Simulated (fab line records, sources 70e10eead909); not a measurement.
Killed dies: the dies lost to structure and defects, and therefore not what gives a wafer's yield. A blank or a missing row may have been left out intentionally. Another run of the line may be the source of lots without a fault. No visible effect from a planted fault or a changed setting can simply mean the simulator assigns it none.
Chamber matching    flow nand harc    4 sister chambers for NHARC_A_SGD_CUT_CMP_21 on cmp-04
The step polishes, target thk 148.19 nm. 22 wafers are shown with their chamber, then 11 later ones without.

EACH WAFER AND ITS CHAMBER
wafer   chamber  motor current A (A)  time to endpoint s (s)
L077.1  3        11.6                 50.0
L077.4  2        12.7                 50.3
L077.6  2        12.3                 49.4
L078.2  1        12.4                 48.1
L078.3  3        12.3                 47.5
L078.6  3        11.5                 48.1
L081.2  3        11.5                 51.7
L081.4  0        12.2                 49.2
L081.5  3        11.9                 53.7
L082.3  1        12.8                 51.4
L082.5  0        12.7                 49.7
L082.6  3        11.8                 49.4
L085.2  0        12.0                 47.8
L085.3  2        11.8                 50.3
L085.4  1        13.4                 52.2
L084.4  3        11.8                 52.1
L084.5  1        12.3                 50.9
L084.6  0        11.7                 48.5
L086.1  1        13.1                 49.6
L086.2  3        11.4                 49.4
L086.4  2        12.2                 50.2
L088.2  2        12.4                 48.7

SIGNATURES, as means of the wafers listed above
reading             chamber 0  chamber 1  chamber 2  chamber 3  scatter within a chamber
motor current A     12.150     12.800     12.280     11.725     0.366
time to endpoint s  48.800     50.440     49.780     50.237     1.59
Rule: a wafer's distance from a chamber is the root of the sum, over the readings, of the square of ((its reading less the chamber's mean) divided by the reading's scatter). The wafer belongs to the nearest chamber; if the next one is less than 2 further off, it can't be placed. The scatter: the root of (the sum of the squares of (reading less its chamber's mean) over the shown wafers, divided by (wafers less chambers)).

WAFERS WHOSE CHAMBER IS MISSING
wafer   motor current A (A)  time to endpoint s (s)
L088.3  13.5                 51.6
L088.4  12.1                 48.7
L091.1  11.7                 52.2
L091.3  13.2                 51.8
L091.4  12.4                 49.7
L092.1  13.2                 52.8
L092.2  11.9                 52.2
L092.5  12.4                 50.8
L094.2  12.7                 52.7
L094.3  12.0                 51.2
L094.4  13.7                 49.7

CHAMBER TAKEN BY EACH
wafer   from the rows above                in truth
L088.3  can't be placed: 1 or 2            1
L088.4  can't be placed: 0 or 2 or 3       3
L091.1  can't be placed: 3 or 2 or 0 or 1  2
L091.3  can't be placed: 1 or 2            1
L091.4  can't be placed: 2 or 0 or 1 or 3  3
L092.1  can't be placed: 1 or 2 or 0       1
L092.2  can't be placed: 3 or 2 or 0 or 1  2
L092.5  can't be placed: 2 or 1 or 0 or 3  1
L094.2  can't be placed: 1 or 2 or 0 or 3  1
L094.3  can't be placed: 3 or 2 or 0 or 1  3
L094.4  can't be placed: 1 or 2 or 0       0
Placed correctly: 0 of 11. Unplaceable from these rows: 11, with the true chamber sitting among the candidates in 11. Wrongly placed: 0.
